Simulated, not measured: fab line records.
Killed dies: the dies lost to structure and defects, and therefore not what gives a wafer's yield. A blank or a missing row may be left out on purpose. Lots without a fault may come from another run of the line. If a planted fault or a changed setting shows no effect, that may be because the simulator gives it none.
fab line records ; flow n5-finfet ; part 1 of 2: steps 1 to 4 of 6
record lots=20; wafers=60; last-day=18
route steps=1938 shown HKMG_FIN@437 GATE_CUT@469
lots untouched by any fault: they come from a run of this same line in which no faults occurred
start-h: hours from the record's first day to the start of the lot's first wafer shown ; wait-h: hours since the lot's step before ; " the same as in the row above ; L1.1+2: one row covering several wafers at once ; - no value, or no start was given ; * or withheld: withheld ; < > ~ a bound
route shown NAME@n: names a module that has steps shown in the file, with the first one's number in the route ; usual: mean/standard deviation of fault-free wafers ; same: alike in all rows ; chamber/n: place in a boat ; sites: readings site by site ; _std_site: the standard deviation of these ; _edge_site: mean of outer sites minus mean of inner sites ; radius-mm: how far each site lies from the wafer's centre ; mask NAME#n: copy n ; behind: the most recent tool/chamber to have shaped the wafer ; hold: reason for holding the lot/hours on hold/outcome of the hold ; device: the n, p or np transistor that did not switch ; end of line: tests run on the same wafers once the route is complete ; for a step that has no rows: nothing shown but its recipe ; killed: count of dies lost to structure and defects at first sort (not the wafer's yield) ; map: a wafer's dies, x killed, . not, _ none there
set.NAME: the setting as run; set.NAME@STEP: as run at that earlier step ; model.NAME: the simulator's own value behind a step, which no gauge read
the route's steps for a sample of lots (tables are steps, rows are wafers)
services: when a tool's chamber went out of use (start-h, in hours from the record's first day, below 0 if earlier), for how many hours, and the reason
## steps
# step N5_HKMG_FIN_STRIP_34
# recipe chemistry=CF4; resist=SiARC; power-w=300; bias-power-w=75; pressure-mtorr=50; cf4-flow-sccm=150; rf-frequency-hz=6e+07
# usual drypump-motor-current-A=5.7/0.44; oes-product-au=0.75/0.054; rf-vpp-V=271.7/1.3; showerhead-plenum-p-Torr=1.81/0.046; throttle-valve-pct=13.55/0.16
lot.wafer;tool;chamber;start-h;wait-h;drypump-motor-current-A;oes-product-au;rf-hours-counter-h;rf-vpp-V;showerhead-plenum-p-Torr;throttle-valve-pct
L074.2;rie-diel-03;0;76.03;0.0;5.3;0.83;69;272.9;1.88;13.25
L074.3;rie-diel-03;3;76.03;0.0;5.9;0.69;214;271.4;1.86;13.67
L074.4;rie-diel-03;1;76.03;0.0;5.4;0.79;106;272.3;1.81;13.34
L075.2;rie-diel-03;0;81.65;0.0;5.3;0.83;71;274.1;1.88;13.25
L075.4;rie-diel-03;1;81.65;0.0;5.4;0.79;107;269.6;1.81;13.32
L075.5;rie-diel-03;0;81.65;0.0;5.3;0.83;-;273.4;1.88;13.24
L077.1;rie-diel-04;0;94.15;0.0;6.1;0.77;139;271.2;1.80;13.79
L077.4;rie-diel-04;1;94.15;0.0;6.0;0.89;14;272.5;1.81;13.45
L077.6;rie-diel-04;0;94.15;0.0;6.0;0.77;-;271.4;1.80;13.80
L078.1;rie-diel-03;1;99.35;0.0;5.4;0.78;113;272.1;1.81;13.33
L078.3;rie-diel-03;2;99.35;0.0;5.2;0.78;140;271.3;1.80;13.44
L078.6;rie-diel-03;0;99.35;0.0;5.3;0.82;-;272.9;1.88;13.25
L079.1;rie-diel-01;1;107.44;0.0;5.1;0.71;210;272.1;1.84;13.57
L079.3;rie-diel-01;2;107.44;0.0;4.8;0.73;153;268.9;1.72;13.64
L079.5;rie-diel-01;1;107.44;0.0;5.1;0.71;-;271.7;1.84;13.56
L080.1;rie-diel-03;3;111.50;0.0;5.9;0.68;226;272.3;1.86;13.73
L080.2;rie-diel-03;2;111.50;0.0;5.2;0.78;143;271.3;1.80;13.45
L080.4;rie-diel-03;1;111.50;0.0;5.4;0.78;117;271.7;1.81;13.35
L081.1;rie-diel-04;3;122.33;0.0;5.9;0.73;186;271.8;1.84;13.59
L081.2;rie-diel-04;2;122.33;0.0;6.0;0.70;220;271.3;1.77;13.56
L081.3;rie-diel-04;1;122.33;0.0;6.0;0.87;25;271.2;1.81;13.48
L083.1;rie-diel-04;3;136.18;0.0;5.9;0.72;192;272.6;1.84;13.58
L083.2;rie-diel-04;1;136.18;0.0;6.0;0.86;29;270.3;1.81;13.49
L083.4;rie-diel-04;0;136.18;0.0;6.1;0.76;156;270.9;1.79;13.82
L085.2;rie-diel-01;1;145.21;0.0;5.0;0.70;225;272.1;1.84;13.61
L085.3;rie-diel-01;2;145.21;0.0;4.8;0.72;165;271.2;1.72;13.66
L085.6;rie-diel-01;0;145.21;0.0;5.9;0.76;-;270.9;1.79;13.46
L086.2;rie-diel-01;0;153.26;0.0;5.8;0.76;150;271.6;1.79;13.46
L086.3;rie-diel-01;1;153.26;0.0;5.0;0.70;229;272.1;1.84;13.61
L086.4;rie-diel-01;2;153.26;0.0;4.8;0.72;169;268.7;1.72;13.65
L087.2;rie-diel-01;3;155.89;0.0;6.1;0.85;35;273.9;1.90;13.37
L087.4;rie-diel-01;1;155.89;0.0;5.1;0.69;230;272.1;1.84;13.63
L087.6;rie-diel-01;3;155.89;0.0;6.2;0.84;-;273.6;1.90;13.38
L088.1;rie-diel-04;1;160.08;0.0;6.0;0.84;37;273.6;1.80;13.50
L088.2;rie-diel-04;0;160.08;0.0;6.1;0.75;165;270.9;1.79;13.81
L088.5;rie-diel-04;2;160.08;0.0;6.0;0.69;-;270.9;1.77;13.60
L089.1;rie-diel-04;3;166.86;0.0;5.9;0.72;203;274.7;1.84;13.61
L089.5;rie-diel-04;0;166.86;0.0;6.1;0.75;-;271.0;1.79;13.85
L089.6;rie-diel-04;3;166.86;0.0;5.9;0.71;-;271.9;1.84;13.61
L090.1;rie-diel-04;2;170.96;0.0;6.1;0.69;238;270.5;1.77;13.58
L090.3;rie-diel-04;1;170.96;0.0;6.0;0.84;40;272.0;1.80;13.50
L090.5;rie-diel-04;2;170.96;0.0;6.1;0.69;-;270.8;1.77;13.61
L091.2;rie-diel-04;2;178.50;0.0;6.1;0.69;240;269.6;1.77;13.61
L091.3;rie-diel-04;0;178.50;0.0;6.1;0.75;171;269.9;1.79;13.86
L091.4;rie-diel-04;3;178.50;0.0;5.9;0.71;207;273.1;1.84;13.61
L092.1;rie-diel-04;2;183.03;0.0;6.1;0.69;242;270.4;1.77;13.60
L092.2;rie-diel-04;3;183.03;0.0;5.9;0.71;209;270.5;1.84;13.62
L092.5;rie-diel-04;3;183.03;0.0;5.9;0.71;-;274.0;1.84;13.63
L093.2;rie-diel-03;2;190.59;0.0;5.2;0.75;172;272.0;1.79;13.52
L093.4;rie-diel-03;1;190.59;0.0;5.4;0.75;-;270.5;1.80;13.42
L093.6;rie-diel-03;2;190.59;0.0;5.2;0.76;-;270.3;1.79;13.52
L094.2;rie-diel-04;3;197.46;0.0;5.9;0.72;213;273.2;1.84;13.63
L094.5;rie-diel-04;2;197.46;0.0;6.1;0.69;-;270.9;1.77;13.61
L094.6;rie-diel-04;3;197.46;0.0;5.9;0.71;-;271.4;1.84;13.61
L095.1;rie-diel-01;2;202.08;0.0;4.8;0.71;186;270.8;1.72;13.71
L095.3;rie-diel-01;1;202.08;0.0;5.1;0.69;247;272.4;1.83;13.65
L095.4;rie-diel-01;1;202.08;0.0;5.1;0.68;-;273.2;1.83;13.66
L097.1;rie-diel-01;1;213.04;0.0;5.1;0.68;252;271.3;1.83;13.65
L097.4;rie-diel-01;3;213.04;0.0;6.1;0.82;49;274.6;1.90;13.43
L097.5;rie-diel-01;3;213.04;0.0;6.2;0.82;-;272.5;1.90;13.40
# step N5_GATE_CUT_ETCH_58
# recipe chemistry=CH3F/O2; target=SiNx; target-depth-a=170; time-s=128.6; ion-energy-ev=50; pressure-mtorr=30; source-w=415; bias-w=21; Ar_flow_sccm=150; CH3F_flow_sccm=30; O2_flow_sccm=20
# usual drypump-motor-current-A=5.6/0.52; oes-product-au=0.77/0.082; rf-vpp-V=99.3/1; showerhead-plenum-p-Torr=2.03/0.084; throttle-valve-pct=16.38/0.27
lot.wafer;tool;chamber;start-h;wait-h;drypump-motor-current-A;oes-product-au;rf-hours-counter-h;rf-vpp-V;showerhead-plenum-p-Torr;throttle-valve-pct
L074.2;rie-diel-02;1;81.13;0.3;5.6;0.70;224;98.1;1.88;16.70
L074.3;rie-diel-02;0;81.13;0.3;5.1;0.76;119;99.5;2.08;16.57
L074.4;rie-diel-02;2;81.13;0.3;5.0;0.69;243;100.2;1.90;16.48
L075.2;rie-diel-06;0;86.51;0.1;5.1;0.77;124;98.4;1.92;16.29
L075.4;rie-diel-06;3;86.51;0.1;6.5;0.76;128;100.2;2.08;16.07
L075.5;rie-diel-06;1;86.51;0.1;6.6;0.93;-;99.5;2.12;15.88
L077.1;rie-diel-05;3;99.03;0.1;5.6;0.76;139;99.9;2.10;16.12
L077.4;rie-diel-05;2;99.03;0.1;5.0;0.75;164;99.5;2.09;16.73
L077.6;rie-diel-05;0;99.03;0.1;6.1;0.74;-;98.2;1.89;16.49
L078.1;rie-diel-05;2;104.04;0.1;5.0;0.75;165;99.7;2.09;16.74
L078.3;rie-diel-05;0;104.04;0.1;6.1;0.75;202;98.5;1.89;16.49
L078.6;rie-diel-05;1;104.04;0.1;5.7;0.91;-;100.7;2.03;16.15
L079.1;rie-diel-02;0;112.18;0.0;5.2;0.76;128;98.7;2.08;16.59
L079.3;rie-diel-02;1;112.18;0.0;5.7;0.70;234;98.7;1.87;16.73
L079.5;rie-diel-02;1;112.18;0.0;5.6;0.70;-;97.0;1.87;16.73
L080.1;rie-diel-06;0;116.13;0.2;5.1;0.76;134;97.3;1.92;16.31
L080.2;rie-diel-06;3;116.13;0.2;6.5;0.74;138;99.4;2.08;16.08
L080.4;rie-diel-06;2;116.13;0.2;5.9;0.68;223;99.0;1.96;16.58
L081.1;rie-diel-05;2;127.21;0.1;5.0;0.73;173;99.7;2.08;16.75
L081.2;rie-diel-05;3;127.21;0.1;5.6;0.75;147;100.6;2.09;16.14
L081.3;rie-diel-05;1;127.21;0.1;5.7;0.89;29;98.9;2.03;16.17
L083.1;rie-diel-05;2;140.74;0.0;5.0;0.74;178;98.5;2.08;16.75
L083.2;rie-diel-05;3;140.74;0.0;5.6;0.74;152;99.9;2.09;16.16
L083.4;rie-diel-05;1;140.74;0.0;5.7;0.88;-;96.6;2.03;16.18
L085.2;rie-diel-06;3;149.65;0.0;6.5;0.75;149;99.7;2.07;16.11
L085.3;rie-diel-06;0;149.65;0.0;5.1;0.75;145;100.0;1.91;16.32
L085.6;rie-diel-06;0;149.65;0.0;5.1;0.75;-;96.0;1.91;16.33
L086.2;rie-diel-02;3;157.73;0.1;5.5;0.75;145;99.2;2.08;16.49
L086.3;rie-diel-02;0;157.73;0.1;5.2;0.75;148;99.7;2.07;16.62
L086.4;rie-diel-02;3;157.73;0.1;5.5;0.76;-;99.2;2.08;16.48
L087.2;rie-diel-06;2;160.31;0.0;5.9;0.67;237;98.0;1.96;16.58
L087.4;rie-diel-06;3;160.31;0.0;6.5;0.74;152;100.1;2.07;16.11
L087.6;rie-diel-06;0;160.31;0.0;5.2;0.75;-;98.8;1.91;16.34
L088.1;rie-diel-06;3;164.55;0.0;6.5;0.74;153;98.9;2.07;16.10
L088.2;rie-diel-06;0;164.55;0.0;5.1;0.74;149;99.3;1.91;16.36
L088.5;rie-diel-06;2;164.55;0.0;5.8;0.67;-;99.1;1.96;16.57
L089.1;rie-diel-06;1;171.30;0.0;6.6;0.87;34;100.0;2.11;15.91
L089.5;rie-diel-06;0;171.30;0.0;5.2;0.75;-;99.0;1.91;16.34
L089.6;rie-diel-06;1;171.30;0.0;6.6;0.88;-;100.0;2.11;15.90
L090.1;rie-diel-05;3;175.40;0.1;5.6;0.73;165;100.8;2.09;16.16
L090.3;rie-diel-05;0;175.40;0.1;6.2;0.73;219;96.9;1.89;16.53
L090.5;rie-diel-05;2;175.40;0.1;5.0;0.72;-;99.7;2.08;16.77
L091.2;rie-diel-02;3;183.20;0.0;5.5;0.74;153;100.2;2.08;16.52
L091.3;rie-diel-02;0;183.20;0.0;5.2;0.73;156;98.1;2.07;16.64
L091.4;rie-diel-02;2;183.20;0.0;5.0;0.97;-;101.4;2.15;16.03
L092.1;rie-diel-06;0;190.29;0.0;5.2;0.75;157;100.0;1.91;16.35
L092.2;rie-diel-06;1;190.29;0.0;6.6;0.87;40;101.3;2.11;15.93
L092.5;rie-diel-06;0;190.29;0.0;5.2;0.74;-;98.6;1.91;16.36
L093.2;rie-diel-02;3;195.45;0.3;5.5;0.74;156;98.1;2.08;16.52
L093.4;rie-diel-02;1;195.45;0.3;5.6;1.00;3;98.3;2.12;16.33
L093.6;rie-diel-02;1;195.45;0.3;5.6;1.01;-;98.6;2.12;16.32
L094.2;rie-diel-05;2;201.94;0.1;5.0;0.72;198;99.1;2.07;16.79
L094.5;rie-diel-05;1;201.94;0.1;5.6;0.86;-;99.3;2.02;16.21
L094.6;rie-diel-05;2;201.94;0.1;5.0;0.72;-;98.7;2.07;16.78
L095.1;rie-diel-02;2;206.66;0.1;5.0;0.96;12;100.4;2.15;16.03
L095.3;rie-diel-02;1;206.66;0.1;5.7;1.00;6;101.0;2.12;16.32
L095.4;rie-diel-02;3;206.66;0.1;5.5;0.73;159;99.1;2.08;16.51
L097.1;rie-diel-06;3;217.63;0.0;6.4;0.73;166;98.6;2.07;16.15
L097.4;rie-diel-06;3;217.63;0.0;6.4;0.72;-;99.4;2.07;16.14
L097.5;rie-diel-06;1;217.63;0.0;6.6;0.86;-;99.1;2.11;15.95
# step N5_GATE_CUT_STRIP_59
# recipe chemistry=N2/H2; time-s=20; power-w=100; temp-c=40; pressure-mtorr=100; rf-frequency-hz=6e+07; bias-power-w=3; n2-flow-sccm=300; h2-flow-sccm=300
# usual drypump-motor-current-A=5.7/0.52; n2-flow-sccm=300.0/0.81; oes-product-au=0.78/0.085; rf-vpp-V=45.4/0.89; showerhead-plenum-p-Torr=3.43/0.14; throttle-valve-pct=12.3/0.32
lot.wafer;tool;chamber;start-h;wait-h;drypump-motor-current-A;n2-flow-sccm;oes-product-au;rf-hours-counter-h;rf-vpp-V;showerhead-plenum-p-Torr;throttle-valve-pct
L074.2;rie-diel-02;1;81.23;0.1;5.7;300.3;0.70;224;46.1;3.22;12.9
L074.3;rie-diel-02;0;81.23;0.1;5.2;300.2;0.77;119;44.7;3.51;12.4
L074.4;rie-diel-02;2;81.23;0.1;5.0;299.4;0.70;243;44.5;3.19;12.3
L075.2;rie-diel-06;0;86.61;0.1;5.1;299.8;0.77;124;45.7;3.24;12.1
L075.4;rie-diel-06;3;86.61;0.1;6.5;299.7;0.76;128;46.0;3.52;12.1
L075.5;rie-diel-06;1;86.61;0.1;6.6;299.3;0.93;-;45.4;3.60;11.8
L077.1;rie-diel-05;3;99.13;0.1;5.6;298.5;0.76;139;47.2;3.54;12.1
L077.4;rie-diel-05;2;99.13;0.1;5.0;299.8;0.74;164;45.9;3.53;12.8
L077.6;rie-diel-05;0;99.13;0.1;6.2;299.1;0.73;-;44.7;3.21;12.5
L078.1;rie-diel-05;2;104.14;0.1;5.0;298.9;0.75;165;45.6;3.53;12.8
L078.3;rie-diel-05;0;104.14;0.1;6.2;299.9;0.73;202;43.8;3.21;12.5
L078.6;rie-diel-05;1;104.14;0.1;5.7;300.6;0.92;-;45.8;3.44;12.1
L079.1;rie-diel-02;0;112.28;0.1;5.2;299.4;0.76;128;45.8;3.51;12.4
L079.3;rie-diel-02;1;112.28;0.1;5.6;299.7;0.69;234;45.9;3.21;12.9
L079.5;rie-diel-02;1;112.28;0.1;5.6;298.8;0.69;-;43.9;3.21;12.9
L080.1;rie-diel-06;0;116.23;0.1;5.2;300.5;0.76;134;44.3;3.24;12.1
L080.2;rie-diel-06;3;116.23;0.1;6.5;300.6;0.75;138;45.8;3.52;12.1
L080.4;rie-diel-06;2;116.23;0.1;5.9;299.6;0.68;223;46.1;3.34;12.6
L081.1;rie-diel-05;2;127.32;0.1;5.0;301.6;0.73;173;45.6;3.52;12.8
L081.2;rie-diel-05;3;127.32;0.1;5.6;299.8;0.75;147;45.0;3.53;12.1
L081.3;rie-diel-05;1;127.32;0.1;5.7;300.0;0.89;29;45.2;3.44;12.1
L083.1;rie-diel-05;2;140.84;0.1;5.0;300.0;0.72;178;45.7;3.52;12.8
L083.2;rie-diel-05;3;140.84;0.1;5.6;299.9;0.76;152;45.8;3.53;12.1
L083.4;rie-diel-05;1;140.84;0.1;5.7;300.6;0.88;-;45.8;3.43;12.1
L085.2;rie-diel-06;3;149.75;0.1;6.5;300.5;0.74;149;44.9;3.51;12.1
L085.3;rie-diel-06;0;149.75;0.1;5.2;299.3;0.75;145;43.9;3.23;12.1
L085.6;rie-diel-06;0;149.75;0.1;5.1;299.8;0.75;-;43.4;3.23;12.2
L086.2;rie-diel-02;3;157.83;0.1;5.5;300.1;0.75;145;44.1;3.51;12.4
L086.3;rie-diel-02;0;157.83;0.1;5.2;300.5;0.76;148;45.3;3.50;12.5
L086.4;rie-diel-02;3;157.83;0.1;5.5;300.1;0.75;-;45.3;3.51;12.4
L087.2;rie-diel-06;2;160.41;0.1;5.9;299.1;0.68;237;45.1;3.33;12.6
L087.4;rie-diel-06;3;160.41;0.1;6.5;298.8;0.73;152;45.5;3.51;12.1
L087.6;rie-diel-06;0;160.41;0.1;5.1;298.7;0.74;-;44.0;3.23;12.1
L088.1;rie-diel-06;3;164.65;0.1;6.5;300.3;0.75;153;45.3;3.51;12.1
L088.2;rie-diel-06;0;164.65;0.1;5.1;300.4;0.75;149;44.5;3.23;12.1
L088.5;rie-diel-06;2;164.65;0.1;5.9;301.8;0.67;-;45.6;3.33;12.6
L089.1;rie-diel-06;1;171.40;0.1;6.6;299.1;0.88;34;46.7;3.58;11.8
L089.5;rie-diel-06;0;171.40;0.1;5.2;301.3;0.74;-;45.5;3.23;12.2
L089.6;rie-diel-06;1;171.40;0.1;6.6;299.4;0.87;-;45.9;3.58;11.9
L090.1;rie-diel-05;3;175.50;0.1;5.6;300.9;0.74;165;45.3;3.52;12.1
L090.3;rie-diel-05;0;175.50;0.1;6.2;300.9;0.71;219;45.5;3.20;12.5
L090.5;rie-diel-05;2;175.50;0.1;5.0;299.8;0.72;-;46.0;3.51;12.8
L091.2;rie-diel-02;3;183.30;0.1;5.5;299.3;0.74;153;45.5;3.51;12.4
L091.3;rie-diel-02;0;183.30;0.1;5.2;300.3;0.74;157;44.5;3.49;12.5
L091.4;rie-diel-02;2;183.30;0.1;5.0;299.6;0.97;-;45.2;3.58;11.7
L092.1;rie-diel-06;0;190.39;0.1;5.1;300.5;0.74;157;44.9;3.22;12.2
L092.2;rie-diel-06;1;190.39;0.1;6.6;299.8;0.88;40;47.5;3.58;11.9
L092.5;rie-diel-06;0;190.39;0.1;5.2;300.1;0.74;-;43.7;3.22;12.2
L093.2;rie-diel-02;3;195.55;0.1;5.5;299.4;0.74;156;45.5;3.51;12.4
L093.4;rie-diel-02;1;195.55;0.1;5.6;299.4;1.00;3;45.4;3.60;12.3
L093.6;rie-diel-02;1;195.55;0.1;5.6;301.1;1.01;-;45.6;3.61;12.3
L094.2;rie-diel-05;2;202.04;0.1;5.0;298.9;0.71;198;46.2;3.51;12.9
L094.5;rie-diel-05;1;202.04;0.1;5.7;298.5;0.87;-;45.2;3.42;12.2
L094.6;rie-diel-05;2;202.04;0.1;5.0;299.1;0.71;-;44.0;3.51;12.8
L095.1;rie-diel-02;2;206.76;0.1;5.0;299.8;0.96;12;46.0;3.58;11.7
L095.3;rie-diel-02;1;206.76;0.1;5.7;300.9;0.97;6;44.3;3.60;12.3
L095.4;rie-diel-02;3;206.76;0.1;5.5;300.6;0.74;159;46.0;3.51;12.4
L097.1;rie-diel-06;3;217.74;0.1;6.5;299.2;0.72;166;45.8;3.50;12.2
L097.4;rie-diel-06;3;217.74;0.1;6.5;298.9;0.74;-;44.8;3.50;12.2
L097.5;rie-diel-06;1;217.74;0.1;6.6;299.8;0.86;-;43.8;3.57;11.9
# step N5_GATE_CUT_CMP_02
# recipe stop-on=SiO2; t-overpolish-s=12.7; post-cmp-clean=alkaline-brush; down-force-psi=2.5; platen-rpm=51.8; pad-velocity-m-s=1.0307; target-thk-nm=0
# usual motor-current-A=8.8/0.74; overpolish-run-s=12.700/0.0085; pad-life-wafers=780/570; retaining-ring-pressure-frac=1.001/0.0049; time-to-endpoint-s=25.2/2.5
# same t-overpolish-s=12.7
lot.wafer;tool;chamber;start-h;wait-h;motor-current-A;overpolish-run-s;pad-life-wafers;retaining-ring-pressure-frac;time-to-endpoint-s
L074.2;cmp-02;2;84.81;0.1;9.2;12.701;852;1.001;21.7
L074.3;cmp-02;3;84.81;0.1;9.4;12.708;853;0.995;26.1
L074.4;cmp-02;1;84.81;0.1;7.5;12.693;855;0.992;28.6
L075.4;cmp-01;3;92.19;0.1;9.8;12.696;1807;1.009;26.5
L075.2;cmp-01;1;92.19;0.1;8.2;12.698;1809;1.000;25.3
L075.5;cmp-01;3;92.19;0.1;9.6;12.696;-;0.998;24.1
L077.1;cmp-03;2;101.97;0.1;10.0;12.696;325;1.004;24.5
L077.4;cmp-03;3;101.97;0.1;9.0;12.697;326;0.997;26.4
L077.6;cmp-03;1;101.97;0.1;9.8;12.695;-;1.002;23.4
L078.1;cmp-03;2;106.70;0.1;9.9;12.702;380;0.990;25.0
L078.3;cmp-03;3;106.70;0.1;9.6;12.702;381;1.015;27.6
L078.6;cmp-03;1;106.70;0.1;10.3;12.706;-;0.998;22.7
L079.3;cmp-03;2;114.81;0.1;9.4;12.712;451;1.000;24.0
L079.1;cmp-03;3;114.81;0.1;9.1;12.686;452;1.011;23.9
L079.5;cmp-03;2;114.81;0.1;9.4;12.704;-;1.001;23.4
L080.4;cmp-03;2;118.71;0.0;9.4;12.701;486;1.003;26.8
L080.1;cmp-03;3;118.71;0.0;8.7;12.711;487;1.003;26.6
L080.2;cmp-03;1;118.71;0.0;10.3;12.690;489;0.996;23.2
L081.3;cmp-02;0;129.80;0.1;8.0;12.702;1176;1.005;22.6
L081.1;cmp-02;1;129.80;0.1;8.1;12.711;1177;1.006;26.8
L081.2;cmp-02;3;129.80;0.1;9.8;12.696;1179;1.010;30.8
L083.1;cmp-01;3;143.32;0.1;9.6;12.701;144;1.004;25.3
L083.4;cmp-01;1;143.32;0.1;8.6;12.699;146;1.005;26.2
L083.2;cmp-01;2;143.32;0.1;8.1;12.698;147;0.997;28.0
L085.3;cmp-01;3;152.28;0.1;9.3;12.709;217;1.001;25.2
L085.2;cmp-01;0;152.28;0.1;7.8;12.694;218;0.997;23.6
L085.6;cmp-01;3;152.28;0.1;9.4;12.696;-;1.003;22.4
L086.4;cmp-03;3;160.32;0.0;9.3;12.711;840;1.000;28.5
L086.3;cmp-03;0;160.32;0.0;7.5;12.704;841;0.992;28.1
L086.2;cmp-03;2;160.32;0.0;9.1;12.705;843;0.996;29.3
L087.4;cmp-01;3;162.94;0.1;9.1;12.721;301;1.004;26.5
L087.2;cmp-01;1;162.94;0.1;8.8;12.691;303;1.005;24.3
L087.6;cmp-01;3;162.94;0.1;9.6;12.697;-;1.002;27.8
L088.1;cmp-02;0;167.23;0.1;8.3;12.706;1458;0.998;21.0
L088.2;cmp-02;3;167.23;0.1;10.1;12.671;1461;1.007;23.3
L088.5;cmp-02;0;167.23;0.1;8.1;12.701;-;0.996;22.2
L089.1;cmp-01;3;174.26;0.2;9.4;12.701;417;1.000;22.5
L089.6;cmp-01;0;174.26;0.2;8.4;12.709;-;1.007;18.7
L089.5;cmp-01;1;174.26;0.2;8.6;12.713;-;1.000;22.8
L090.3;cmp-01;3;178.02;0.1;9.4;12.709;445;0.998;24.3
L090.1;cmp-01;1;178.02;0.1;8.6;12.698;447;1.006;20.9
L090.5;cmp-01;3;178.02;0.1;9.3;12.702;-;1.012;24.6
L091.3;cmp-03;0;185.85;0.1;8.0;12.695;1045;1.002;27.1
L091.4;cmp-03;1;185.85;0.1;9.6;12.699;1046;1.000;24.2
L091.2;cmp-03;2;185.85;0.1;10.0;12.708;1047;1.001;25.1
L092.2;cmp-02;0;193.40;0.1;7.6;12.696;1651;1.001;22.2
L092.1;cmp-02;2;193.40;0.1;8.9;12.696;1653;1.001;27.5
L092.5;cmp-02;0;193.40;0.1;8.0;12.708;-;1.004;24.6
L093.2;cmp-02;1;198.10;0.1;7.8;12.695;1686;1.008;29.9
L093.4;cmp-02;0;198.10;0.1;7.7;12.698;1689;0.998;24.7
L093.6;cmp-02;2;198.10;0.1;9.0;12.703;-;0.999;30.9
L094.2;cmp-01;3;204.60;0.1;9.3;12.693;638;0.999;26.1
L094.5;cmp-01;1;204.60;0.1;8.4;12.709;-;0.998;24.3
L094.6;cmp-01;2;204.60;0.1;8.5;12.691;-;1.002;24.5
L095.1;cmp-01;3;209.41;0.1;9.8;12.708;673;1.004;26.1
L095.4;cmp-01;0;209.41;0.1;7.5;12.688;674;1.009;23.6
L095.3;cmp-01;1;209.41;0.1;8.4;12.703;675;0.999;23.9
L097.4;cmp-02;1;220.28;0.1;8.3;12.687;1891;0.998;23.3
L097.1;cmp-02;3;220.28;0.1;10.4;12.710;1893;1.002;23.6
L097.5;cmp-02;0;220.28;0.1;7.9;12.697;-;0.993;20.7
